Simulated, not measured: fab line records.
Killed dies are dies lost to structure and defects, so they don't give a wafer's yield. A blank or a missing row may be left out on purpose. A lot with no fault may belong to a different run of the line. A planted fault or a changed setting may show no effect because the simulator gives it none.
Comparing a struck lot with a sound one / flow nand_harc / 17 steps out of a route of 1159
Sound: the wafers L934.1, L934.2, L934.5. The struck wafers were L947.1, L947.3, L947.5. At the end, the cause is stated.
Each step with rows lists, per side, the tool, then ch with its chambers, then its first start. Under that, the readings that differ: sound wafers / struck wafers / difference of the means / sigmas: that difference in standard deviations of wafers without a fault.
alike: a reading whose means differ by less than 2 such deviations, as well as words and numbers matching on both sides. not compared: withheld readings; readings where some wafer has no value; bounds like >300 that might hide an equal value; numbers whose values overlap and for which the record gives no deviation.
Wherever a step has rows on one side only, a row that says differs or no value, or a row with sigmas, the two part there. When numbers do not overlap yet have no deviation, they are printed without sigmas and do not part them. A reading missing from all wafers of one side parts the sides only when that side holds two or more wafers.

NHARC_A_SLIT_DESCUM_14: chemistry O2, time 3 s.
  sound on rie_diel-10 ch 0,1,2, day 15 09:56; struck on rie_diel-11 ch 0,2, day 18 13:38
  alike: drypump_motor_current_A, oes_product_au, rf_vpp_V, showerhead_plenum_p_Torr, throttle_valve_pct
  not compared: rf_hours_counter_h
then, 1 step without rows for these wafers: NHARC_A_SLIT_ETCH_24 (etches the open film in CF4/CHF3, target depth 121 nm, time 60.5 s).
NHARC_A_SLIT_ETCH_15: etches the open film in O2/COS, target depth 3200 nm, time 832 s.
  sound on rie_diel-10 ch 1,3; struck on rie_diel-11 ch 0,3
  alike: drypump_motor_current_A, oes_product_au, rf_fwd_power_W, rf_vpp_V, showerhead_plenum_p_Torr, throttle_valve_pct
  not compared: rf_hours_counter_h
NHARC_A_SLIT_ETCH_17: etches the open film in C4F8/O2/Ar, time 1687.5 s, target depth 10100 nm.
  sound on har_etch-02 ch 0,1, day 15 13:29; struck on har_etch-02 ch 0,1, day 18 14:25
  alike: drypump_motor_current_A, showerhead_plenum_p_Torr, throttle_valve_pct
  not compared: rf_hours_counter_h
then, 3 steps without rows for these wafers: NHARC_A_SLIT_ETCH_26 (etches the open film in C4F8/O2/Ar, time 90 s, target depth 400 nm); NHARC_A_SLIT_STRIP_28 (strips in O2/COS); NHARC_A_SLIT_ETCH_29 (etches the open film in CF4/O2, target depth 100 nm, overetch 10 nm, time 55 s).
NHARC_A_SLIT_STRIP_18: strips in O2.
  sound on rie_diel-11 ch 0,2,3; struck on rie_diel-10 ch 1,2
  alike: drypump_motor_current_A, oes_product_au, rf_vpp_V, showerhead_plenum_p_Torr, throttle_valve_pct
  not compared: rf_hours_counter_h
then, 2 steps without rows for these wafers: NHARC_A_SLIT_PRECLEAN_19 (cleans in SC1); NHARC_A_SLIT_SRD_20.
NHARC_A_SLIT_CD_MEAS_21:
  sound on cd_sem-01 at day 15 16:07; struck on cd_sem-01 at day 18 17:04
  alike: cd_nm
then, 1 step without rows for these wafers: NHARC_A_SIN_REMOVE_WET_00 (chemistry H3PO4, time 15300 s).
NHARC_A_SIN_REMOVE_PRECLEAN_01: cleans in SC1.
  sound on wet_bench-01 ch 0,2,7, day 15 23:37; struck on wet_bench-02 ch 1,2,6, day 18 22:32
  alike: temp_c
next, for these wafers, 1 step has no rows: NHARC_A_SIN_REMOVE_SRD_02.
NHARC_A_SIN_REMOVE_INSPECT_04:
  sound on defect_inspect-01 at day 15 23:47; struck on defect_inspect-01 at day 18 22:43
reading=raw_defect_count; sound=276 239 311; struck=668 602 622; difference=+355; sigmas=+5
NHARC_A_WL_FILL_ALD_00: deposits Al2O3, target thk 3 nm, pulse time 3 s, ald cycles 30.
  sound on ald_hk-04 ch 1,3, day 15 23:53; struck on ald_hk-04 ch 0,2, day 18 22:47
reading=heater_power_w (W); sound=498 450 444; struck=385 428 368; difference=-70; sigmas=-2
  alike: precursor_pulse_height_rel
-- break in the record here, with 5 days between the starts of the struck wafers on either side (left off in module A_WL_FILL, picked up again in module END, where the first step shown is number 1159 on the route) --
NHARC_END_SORT_01:
  at this point the record logs the struck wafers (prober-02 ch 0, day 23 12:50) and has no rows for the sound ones

## WHERE THEY PART
At NHARC_A_SIN_REMOVE_INSPECT_04 first; at NHARC_END_SORT_01 last (within this record only).

WHY: the cause the simulator had injected
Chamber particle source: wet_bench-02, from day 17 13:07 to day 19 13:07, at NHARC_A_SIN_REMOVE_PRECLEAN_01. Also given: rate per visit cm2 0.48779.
